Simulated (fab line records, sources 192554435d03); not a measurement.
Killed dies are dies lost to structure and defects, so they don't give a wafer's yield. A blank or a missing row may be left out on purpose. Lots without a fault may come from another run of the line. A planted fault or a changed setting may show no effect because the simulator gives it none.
fab line records | flow n5_finfet
record lots=24 wafers=72 last_day=20
route steps=1938 shown BEOL_M13@1699 BEOL_M14@1726
lots that met no fault: from a run of the same line without faults
start_h: hours from the record's first day to the start of the lot's first wafer shown | wait_h: hours since the lot's step before | " the same as in the row above | L1.1+2: a row that stands for several wafers | - no value, or no start given | * or withheld: withheld | < > ~ a bound
route shown NAME@n: a module of which the file shows steps, and the number in the route of the first | usual: mean/standard deviation of fault-free wafers | same: alike in all rows | chamber/n: place in a boat | sites: the reading at each site | _std_site: their standard deviation | _edge_site: outer sites' mean less inner sites' | radius_mm: how far each site lies from the wafer's centre | mask NAME#n: copy n | behind: the tool/chamber that last shaped the wafer | hold: why the lot was held/for how many hours/how that ended | device: the transistor (n, p or np) that didn't switch | end of line: the same wafers' tests at the end of the route | a step without rows: its recipe alone | killed: dies lost to structure and defects at the first sort, not the wafer's yield | map: a wafer's dies, x killed, . not, _ none there
set.NAME: the setting as run; set.NAME@STEP: as run at that earlier step | model.NAME: the simulator's own value behind a step, which no gauge read
steps of the route over a sample of lots; a table a step, a row a wafer
services: from which hour (start_h, from the record's first day; less than 0 if before it) a tool's chamber was out of use, for how many hours, and why
## steps
# step N5_BEOL_M13_STRIP_37
# recipe chemistry=N2/H2 power_w=1000 temp_c=250 h2_frac=0.65 overash_fraction=0.3 pressure_mtorr=withheld n2_flow_sccm=1750 h2_flow_sccm=3250
# usual drypump_motor_current_A=6.0/0.5 heater_power_w=340/52 oes_product_au=0.783/0.011
# columns lot.wafer tool chamber start_h wait_h drypump_motor_current_A heater_power_w oes_product_au rf_hours_counter_h
L074.1 plasma_asher-01 0 278.68 0.0 6.1 273 0.791 129
L074.4 " 1 " " 6.5 356 0.773 -
L074.6 " 0 " " 6.0 272 0.773 -
L076.2 plasma_asher-01 1 294.88 0.0 6.5 358 0.780 131
L076.3 " 1 " " 6.5 353 0.769 -
L076.5 " 0 " " 6.1 271 0.778 -
L075.1 plasma_asher-01 0 295.44 0.0 6.0 270 0.783 132
L075.4 " 1 " " 6.5 362 0.797 -
L075.5 " 0 " " 6.0 262 0.785 -
L078.1 plasma_asher-02 1 304.59 0.0 5.9 405 0.789 81
L078.4 " 0 " " 5.1 353 0.797 -
L078.6 " 1 " " 5.8 422 0.765 -
L080.2 plasma_asher-01 0 309.45 0.0 6.1 266 0.780 135
L080.3 " 1 " " 6.5 353 0.783 -
L080.6 " 0 " " 6.1 268 0.783 -
L081.1 plasma_asher-02 1 310.00 0.0 5.9 417 0.776 81
L081.4 " 1 " " 5.9 404 0.799 -
L081.5 " 0 " " 5.1 343 0.781 -
L079.4 plasma_asher-01 1 313.38 0.3 6.5 350 0.794 -
L079.5 " 0 " " 6.1 274 0.774 -
L079.6 " 1 " " 6.5 352 0.781 -
L077.1 plasma_asher-01 0 314.78 0.0 6.1 265 0.799 138
L077.4 " 0 " " 6.0 267 0.772 -
L077.5 " 0 " " 6.0 268 0.773 -
L083.1 plasma_asher-01 1 326.80 0.0 6.5 361 0.806 142
L083.4 " 1 " " 6.5 355 0.776 -
L083.6 " 0 " " 6.1 273 0.775 -
L082.1 plasma_asher-01 0 332.57 0.0 6.0 266 0.779 143
L082.5 " 1 " " 6.5 350 0.779 -
L082.6 " 0 " " 6.0 274 0.788 -
L084.2 plasma_asher-02 0 337.64 0.4 5.1 348 0.777 84
L084.3 " 0 " " 5.1 353 0.770 -
L084.5 " 1 " " 5.8 412 0.785 -
L086.1 plasma_asher-02 0 341.86 0.0 5.1 355 0.767 86
L086.4 " 1 " " 5.8 422 0.780 -
L086.5 " 1 " " 5.8 422 0.782 -
L085.3 plasma_asher-02 1 344.93 0.2 5.9 403 0.784 -
L085.4 " 0 " " 5.1 350 0.783 -
L085.5 " 1 " " 5.9 406 0.794 -
L089.3 plasma_asher-02 0 351.44 0.1 5.1 349 0.785 -
L089.4 " 1 " " 5.8 419 0.787 -
L089.6 " 1 " " 5.8 416 0.783 -
L087.4 plasma_asher-02 0 352.29 0.1 5.1 348 0.775 -
L087.5 " 1 " " 5.8 418 0.770 -
L087.6 " 0 " " 5.1 337 0.777 -
L088.1 plasma_asher-01 1 365.90 0.0 6.5 358 0.774 148
L088.4 " 0 " " 6.0 271 0.790 -
L088.6 " 0 " " 6.0 278 0.775 -
L090.1 plasma_asher-01 0 377.20 0.0 6.1 270 0.789 150
L090.5 " 1 " " 6.5 356 0.781 -
L090.6 " 0 " " 6.0 265 0.793 -
L092.2 plasma_asher-02 0 377.44 0.0 5.1 343 0.798 94
L092.4 " 1 " " 5.9 414 0.782 -
L092.5 " 0 " " 5.1 343 0.766 -
L091.2 plasma_asher-01 1 377.84 0.0 6.5 357 0.795 150
L091.3 " 0 " " 6.1 271 0.783 -
L091.4 " 1 " " 6.5 358 0.785 -
L093.2 plasma_asher-01 0 380.04 0.0 6.0 269 0.784 150
L093.3 " 0 " " 6.0 269 0.785 -
L093.4 " 1 " " 6.5 356 0.793 -
L094.2 plasma_asher-01 1 389.38 0.0 6.5 352 0.765 152
L094.4 " 1 " " 6.5 348 0.806 -
L094.5 " 1 " " 6.5 361 0.785 -
L095.1 plasma_asher-02 0 410.21 0.0 5.1 343 0.780 101
L095.3 " 0 " " 5.1 352 0.785 -
L095.6 " 0 " " 5.1 347 0.802 -
L096.2 plasma_asher-01 1 415.54 0.0 6.5 351 0.788 157
L096.4 " 0 " " 6.0 274 0.788 -
L096.6 " 1 " " 6.5 361 0.778 -
L097.1 plasma_asher-02 1 433.98 0.0 5.8 417 0.778 105
L097.2 " 0 " " 5.1 348 0.788 105
L097.5 " 0 " " 5.1 347 0.780 -
# step N5_BEOL_M14_CD_MEAS_10
# recipe target_cd_nm=250 landing_energy_ev=500 detector=se_inlens polarity=opening
# usual cd_nm=250.3/1.3
# columns lot.wafer tool chamber start_h wait_h cd_nm
L074.1 cd_sem-01 0 285.07 - 250.6
L074.4 " 0 " " 248.3
L074.6 " 0 " " 248.4
L076.2 cd_sem-02 0 297.66 - 249.0
L076.3 " 0 " " 251.4
L076.5 " 0 " " 251.8
L075.1 cd_sem-01 0 298.12 - 249.2
L075.4 " 0 " " 249.0
L075.5 " 0 " " 248.4
L078.1 cd_sem-03 0 312.94 - 250.8
L078.4 " 0 " " 251.0
L078.6 " 0 " " 250.0
L080.2 cd_sem-01 0 313.27 - 249.8
L080.3 " 0 " " 251.8
L080.6 " 0 " " 251.0
L081.1 cd_sem-03 0 313.44 - 247.9
L081.4 " 0 " " 250.9
L081.5 " 0 " " 250.0
L079.4 cd_sem-03 0 316.69 - 249.9
L079.5 " 0 " " 249.5
L079.6 " 0 " " 249.6
L077.1 cd_sem-01 0 317.95 - 250.4
L077.4 " 0 " " 249.1
L077.5 " 0 " " 248.8
L083.1 cd_sem-01 0 333.88 - 249.8
L083.4 " 0 " " 250.2
L083.6 " 0 " " 250.7
L082.1 cd_sem-02 0 335.58 - 250.4
L082.5 " 0 " " 249.6
L082.6 " 0 " " 250.2
L084.2 cd_sem-02 0 340.30 - 250.5
L084.3 " 0 " " 250.9
L084.5 " 0 " " 250.3
L086.1 cd_sem-02 0 346.74 - 252.4
L086.4 " 0 " " 252.2
L086.5 " 0 " " 251.6
L085.3 cd_sem-02 0 350.61 - 249.1
L085.4 " 0 " " 249.8
L085.5 " 0 " " 250.1
L089.3 cd_sem-01 0 355.54 - 250.3
L089.4 " 0 " " 250.7
L089.6 " 0 " " 252.1
L087.4 cd_sem-03 0 358.29 - 249.4
L087.5 " 0 " " 251.7
L087.6 " 0 " " 249.9
L088.1 cd_sem-01 0 370.01 - 248.4
L088.4 " 0 " " 250.0
L088.6 " 0 " " 249.6
L090.1 cd_sem-03 0 381.33 - 252.5
L090.5 " 0 " " 252.5
L090.6 " 0 " " 253.0
L092.2 cd_sem-01 0 381.94 - 251.1
L092.4 " 0 " " 249.6
L092.5 " 0 " " 251.4
L091.2 cd_sem-01 0 382.43 - 251.2
L091.3 " 0 " " 251.9
L091.4 " 0 " " 252.2
L093.2 cd_sem-03 0 384.58 - 249.0
L093.3 " 0 " " 248.3
L093.4 " 0 " " 249.5
L094.2 cd_sem-01 0 395.51 - 251.2
L094.4 " 0 " " 250.4
L094.5 " 0 " " 251.4
L095.1 cd_sem-01 0 414.25 - 250.5
L095.3 " 0 " " 248.9
L095.6 " 0 " " 249.3
L096.2 cd_sem-03 0 417.80 - 249.6
L096.4 " 0 " " 249.1
L096.6 " 0 " " 248.0
L097.1 cd_sem-02 0 439.84 - 248.8
L097.2 " 0 " " 249.9
L097.5 " 0 " " 249.3
# step N5_BEOL_M14_OVL_MEAS_29
# recipe points_per_wafer=44
# usual M14_OVL=3/7.9
# columns lot.wafer tool chamber start_h wait_h M14_OVL[nm]
L074.1 overlay-02 0 285.95 0.0 -2
L074.4 " 0 " " 6
L074.6 " 0 " " 2
L076.2 overlay-01 0 298.55 0.0 2
L076.3 " 0 " " 6
L076.5 " 0 " " 0
L075.1 overlay-01 0 299.16 0.0 5
L075.4 " 0 " " -3
L075.5 " 0 " " -4
L078.1 overlay-01 0 313.82 0.0 8
L078.4 " 0 " " -1
L078.6 " 0 " " -9
L080.2 overlay-01 0 314.31 0.0 12
L080.3 " 0 " " 25
L080.6 " 0 " " 19
L081.1 overlay-01 0 314.47 0.0 -8
L081.4 " 0 " " 1
L081.5 " 0 " " -12
L079.4 overlay-02 0 317.60 0.0 0
L079.5 " 0 " " 2
L079.6 " 0 " " 4
L077.1 overlay-01 0 318.98 0.0 5
L077.4 " 0 " " 8
L077.5 " 0 " " -1
L083.1 overlay-01 0 335.43 0.0 2
L083.4 " 0 " " -5
L083.6 " 0 " " -9
L082.1 overlay-02 0 336.46 0.0 -8
L082.5 " 0 " " -5
L082.6 " 0 " " -1
L084.2 overlay-02 0 341.91 0.0 -8
L084.3 " 0 " " -19
L084.5 " 0 " " -20
L086.1 overlay-02 0 347.86 0.0 11
L086.4 " 0 " " 10
L086.5 " 0 " " 12
L085.3 overlay-01 0 351.49 0.0 12
L085.4 " 0 " " 12
L085.5 " 0 " " 5
L089.3 overlay-02 0 356.57 0.0 0
L089.4 " 0 " " -7
L089.6 " 0 " " -11
L087.4 overlay-01 0 359.85 0.0 11
L087.5 " 0 " " 0
L087.6 " 0 " " 12
L088.1 overlay-02 0 370.89 0.0 13
L088.4 " 0 " " 12
L088.6 " 0 " " 14
L090.1 overlay-02 0 382.33 0.0 -6
L090.5 " 0 " " -4
L090.6 " 0 " " -3
L092.2 overlay-01 0 383.36 0.0 1
L092.4 " 0 " " 7
L092.5 " 0 " " 4
L091.2 overlay-01 0 383.89 0.0 -2
L091.3 " 0 " " 6
L091.4 " 0 " " -2
L093.2 overlay-02 0 385.60 0.0 0
L093.3 " 0 " " 7
L093.4 " 0 " " 4
L094.2 overlay-01 0 397.00 0.0 4
L094.4 " 0 " " 8
L094.5 " 0 " " 8
L095.1 overlay-02 0 415.54 0.0 13
L095.3 " 0 " " 9
L095.6 " 0 " " 7
L096.2 overlay-02 0 418.68 0.0 6
L096.4 " 0 " " 6
L096.6 " 0 " " 8
L097.1 overlay-02 0 440.83 0.1 10
L097.2 " 0 " " 8
L097.5 " 0 " " 10
# step N5_BEOL_M14_PRE_CLEAN_42
# recipe gas=H2/He time_s=30 temp_c=300
# usual heater_power_w=459/29
# columns lot.wafer tool chamber start_h wait_h heater_power_w
L074.1 pvd_sputter-03 - 290.68 0.0 460
L074.4 " - " " 492
L074.6 " - " " 498
L076.2 pvd_sputter-03 - 299.65 0.0 453
L076.3 " - " " 407
L076.5 " - " " 442
L075.1 pvd_sputter-03 - 300.62 0.0 449
L075.4 " - " " 499
L075.5 " - " " 455
L078.1 pvd_sputter-01 - 315.68 0.0 474
L078.4 " - " " 449
L078.6 " - " " 409
L080.2 pvd_sputter-03 - 318.02 0.0 451
L080.3 " - " " 487
L080.6 " - " " 442
L081.1 pvd_sputter-03 - 319.10 0.0 455
L081.4 " - " " 404
L081.5 " - " " 460
L079.4 pvd_sputter-02 - 319.26 0.0 450
L079.5 " - " " 447
L079.6 " - " " 481
L077.1 pvd_sputter-03 - 322.66 0.0 428
L077.4 " - " " 497
L077.5 " - " " 512
L083.1 pvd_sputter-01 - 336.66 0.0 408
L083.4 " - " " 476
L083.6 " - " " 476
L082.1 pvd_sputter-02 - 338.57 0.0 442
L082.5 " - " " 487
L082.6 " - " " 478
L084.2 pvd_sputter-02 - 344.82 0.0 499
L084.3 " - " " 492
L084.5 " - " " 500
L086.1 pvd_sputter-01 - 352.04 0.0 415
L086.4 " - " " 453
L086.5 " - " " 441
L085.3 pvd_sputter-03 - 353.49 0.0 447
L085.4 " - " " 495
L085.5 " - " " 445
L089.3 pvd_sputter-03 - 360.41 0.0 482
L089.4 " - " " 423
L089.6 " - " " 451
L087.4 pvd_sputter-03 - 361.31 0.0 413
L087.5 " - " " 495
L087.6 " - " " 455
L088.1 pvd_sputter-01 - 375.88 0.0 449
L088.4 " - " " 475
L088.6 " - " " 470
L090.1 pvd_sputter-01 - 387.18 0.0 411
L090.5 " - " " 408
L090.6 " - " " 462
L092.2 pvd_sputter-02 - 387.72 0.0 492
L092.4 " - " " 435
L092.5 " - " " 493
L091.2 pvd_sputter-03 - 391.60 0.0 439
L091.3 " - " " 495
L091.4 " - " " 415
L093.2 pvd_sputter-01 - 392.58 0.0 407
L093.3 " - " " 469
L093.4 " - " " 471
L094.2 pvd_sputter-02 - 402.77 0.0 500
L094.4 " - " " 484
L094.5 " - " " 451
L095.1 pvd_sputter-01 - 420.60 0.0 457
L095.3 " - " " 474
L095.6 " - " " 400
L096.2 pvd_sputter-03 - 420.79 0.0 417
L096.4 " - " " 453
L096.6 " - " " 482
L097.1 pvd_sputter-03 - 443.36 0.0 414
L097.2 " - " " 440
L097.5 " - " " 497
# step N5_BEOL_M14_SPUTTER_43
# recipe material=TaN target_thk_a=150 temp_c=50 bias_v=168.6 power_w=15000 chamber_pressure_pa=0.12 time_s=24.19
# usual throttle_valve_pct=30.4/0.64
# columns lot.wafer tool chamber start_h wait_h throttle_valve_pct
L074.1 pvd_sputter-03 - 290.72 0.0 29.5
L074.4 " - " " 30.3
L074.6 " - " " 30.2
L076.2 pvd_sputter-03 - 299.69 0.0 30.1
L076.3 " - " " 30.8
L076.5 " - " " 29.7
L075.1 pvd_sputter-03 - 300.66 0.0 30.2
L075.4 " - " " 30.3
L075.5 " - " " 29.8
L078.1 pvd_sputter-01 - 315.72 0.0 30.7
L078.4 " - " " 31.8
L078.6 " - " " 31.5
L080.2 pvd_sputter-03 - 318.06 0.0 29.6
L080.3 " - " " 30.0
L080.6 " - " " 29.4
L081.1 pvd_sputter-03 - 319.14 0.0 30.1
L081.4 " - " " 30.9
L081.5 " - " " 29.6
L079.4 pvd_sputter-02 - 319.30 0.0 29.5
L079.5 " - " " 29.5
L079.6 " - " " 30.9
L077.1 pvd_sputter-03 - 322.70 0.0 30.6
L077.4 " - " " 30.1
L077.5 " - " " 30.1
L083.1 pvd_sputter-01 - 336.70 0.0 31.5
L083.4 " - " " 30.1
L083.6 " - " " 30.3
L082.1 pvd_sputter-02 - 338.61 0.0 29.9
L082.5 " - " " 30.1
L082.6 " - " " 31.0
L084.2 pvd_sputter-02 - 344.86 0.0 30.1
L084.3 " - " " 31.1
L084.5 " - " " 30.3
L086.1 pvd_sputter-01 - 352.08 0.0 31.6
L086.4 " - " " 31.9
L086.5 " - " " 31.7
L085.3 pvd_sputter-03 - 353.53 0.0 30.5
L085.4 " - " " 30.3
L085.5 " - " " 30.2
L089.3 pvd_sputter-03 - 360.45 0.0 30.1
L089.4 " - " " 30.7
L089.6 " - " " 29.4
L087.4 pvd_sputter-03 - 361.35 0.0 30.7
L087.5 " - " " 30.1
L087.6 " - " " 30.1
L088.1 pvd_sputter-01 - 375.92 0.0 31.3
L088.4 " - " " 30.3
L088.6 " - " " 30.8
L090.1 pvd_sputter-01 - 387.22 0.0 31.5
L090.5 " - " " 31.6
L090.6 " - " " 31.8
L092.2 pvd_sputter-02 - 387.76 0.0 30.9
L092.4 " - " " 29.7
L092.5 " - " " 30.9
L091.2 pvd_sputter-03 - 391.64 0.0 30.3
L091.3 " - " " 30.6
L091.4 " - " " 30.6
L093.2 pvd_sputter-01 - 392.62 0.0 31.4
L093.3 " - " " 30.9
L093.4 " - " " 30.2
L094.2 pvd_sputter-02 - 402.81 0.0 29.9
L094.4 " - " " 31.3
L094.5 " - " " 29.7
L095.1 pvd_sputter-01 - 420.64 0.0 31.6
L095.3 " - " " 30.2
L095.6 " - " " 31.4
L096.2 pvd_sputter-03 - 420.83 0.0 30.9
L096.4 " - " " 29.5
L096.6 " - " " 30.2
L097.1 pvd_sputter-03 - 443.40 0.0 30.5
L097.2 " - " " 30.2
L097.5 " - " " 30.2
# step N5_BEOL_M14_THK_MEAS_50
# recipe thk_meas_gauge=xrf reads=Cu_of_BEOL_M14_ECD_47
# usual M14_THK=571/9.1
# columns lot.wafer tool chamber start_h wait_h M14_THK[nm]
L074.1 film_metro-01 - 291.81 - 587
L074.4 " - " " 570
L074.6 " - " " 594
L076.2 film_metro-02 - 300.75 - 561
L076.3 " - " " 582
L076.5 " - " " 586
L075.1 film_metro-02 - 301.74 - 568
L075.4 " - " " 562
L075.5 " - " " 567
L078.1 film_metro-01 - 316.78 - 563
L078.4 " - " " 569
L078.6 " - " " 572
L080.2 film_metro-01 - 319.78 - 572
L080.3 " - " " 582
L080.6 " - " " 569
L081.1 film_metro-02 - 320.21 - 561
L081.4 " - " " 557
L081.5 " - " " 565
L079.4 film_metro-01 - 320.48 - 561
L079.5 " - " " 574
L079.6 " - " " 556
L077.1 film_metro-01 - 323.76 - 583
L077.4 " - " " 569
L077.5 " - " " 573
L083.1 film_metro-02 - 338.05 - 553
L083.4 " - " " 578
L083.6 " - " " 552
L082.1 film_metro-01 - 340.59 - 581
L082.5 " - " " 586
L082.6 " - " " 577
L084.2 film_metro-01 - 345.95 - 570
L084.3 " - " " 581
L084.5 " - " " 581
L086.1 film_metro-02 - 354.29 - 571
L086.4 " - " " 571
L086.5 " - " " 580
L085.3 film_metro-02 - 355.64 - 580
L085.4 " - " " 586
L085.5 " - " " 567
L089.3 film_metro-02 - 361.78 - 578
L089.4 " - " " 579
L089.6 " - " " 567
L087.4 film_metro-02 - 362.41 - 575
L087.5 " - " " 573
L087.6 " - " " 567
L088.1 film_metro-02 - 377.25 - 582
L088.4 " - " " 564
L088.6 " - " " 557
L090.1 film_metro-01 - 388.28 - 564
L090.5 " - " " 568
L090.6 " - " " 561
L092.2 film_metro-02 - 389.51 - 567
L092.4 " - " " 567
L092.5 " - " " 565
L091.2 film_metro-01 - 392.97 - 572
L091.3 " - " " 593
L091.4 " - " " 575
L093.2 film_metro-01 - 393.95 - 562
L093.3 " - " " 559
L093.4 " - " " 583
L094.2 film_metro-02 - 404.22 - 588
L094.4 " - " " 578
L094.5 " - " " 575
L095.1 film_metro-02 - 421.70 - 565
L095.3 " - " " 563
L095.6 " - " " 568
L096.2 film_metro-02 - 421.98 - 559
L096.4 " - " " 569
L096.6 " - " " 571
L097.1 film_metro-02 - 444.45 - 581
L097.2 " - " " 577
L097.5 " - " " 557
## services
# columns tool chamber start_h hours kind
plasma_asher-02 - 288.01 2.1 repair
pvd_sputter-02 - 295.39 5.2 repair
plasma_asher-02 - 310.20 14.6 pm
plasma_asher-02 - 332.58 3.2 repair
plasma_asher-01 - 336.00 15.6 pm
pvd_sputter-02 - 366.81 8.6 repair
pvd_sputter-02 - 396.80 1.1 repair
plasma_asher-02 - 403.43 2.2 repair
plasma_asher-01 - 415.64 2.8 pm
## key
fault none
